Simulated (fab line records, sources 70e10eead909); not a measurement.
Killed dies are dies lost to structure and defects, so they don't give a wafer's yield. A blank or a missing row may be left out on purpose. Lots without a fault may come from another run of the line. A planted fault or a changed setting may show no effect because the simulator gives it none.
Chamber matching | flow nand_harc | NHARC_A_CONTACT_DESCUM_74 on rie_diel-07: 4 sister chambers
The step chemistry O2, time 3 s. 4 wafers are shown with their chamber, then 7 later ones without.

WAFERS WITH THEIR CHAMBER
wafer  | chamber | showerhead_plenum_p_Torr (Torr)
L818.1 | 2       | 1.87
L825.2 | 3       | 1.78
L825.4 | 0       | 2.07
L831.5 | 1       | 1.90

WAFERS WITHOUT THEIR CHAMBER
wafer  | showerhead_plenum_p_Torr (Torr)
L831.6 | 2.07
L833.2 | 1.90
L833.5 | 1.90
L833.6 | 2.06
L835.2 | 2.06
L835.3 | 1.90
L835.6 | 1.87

WHICH CHAMBER EACH WENT THROUGH
wafer  | from the rows above | in truth
L831.6 | 0                   | 0
L833.2 | 1                   | 1
L833.5 | 1                   | 1
L833.6 | 0                   | 0
L835.2 | 0                   | 0
L835.3 | 1                   | 1
L835.6 | 2                   | 2
Placed correctly: 7 of 7. Can't be placed from these rows: 0. Placed wrongly: 0.
How it was worked out, from the rows above alone: a wafer's distance from a chamber is the root of the sum, over the readings, of the square of ((its reading less the chamber's mean) divided by the reading's scatter). The wafer belongs to the nearest chamber; if the next one is less than 2 further off, it can't be placed. A chamber's mean is the mean of its shown wafers. The scatter: with one shown wafer a chamber, the root of the mean of the squares of how far each hidden wafer lies from its nearest shown one.
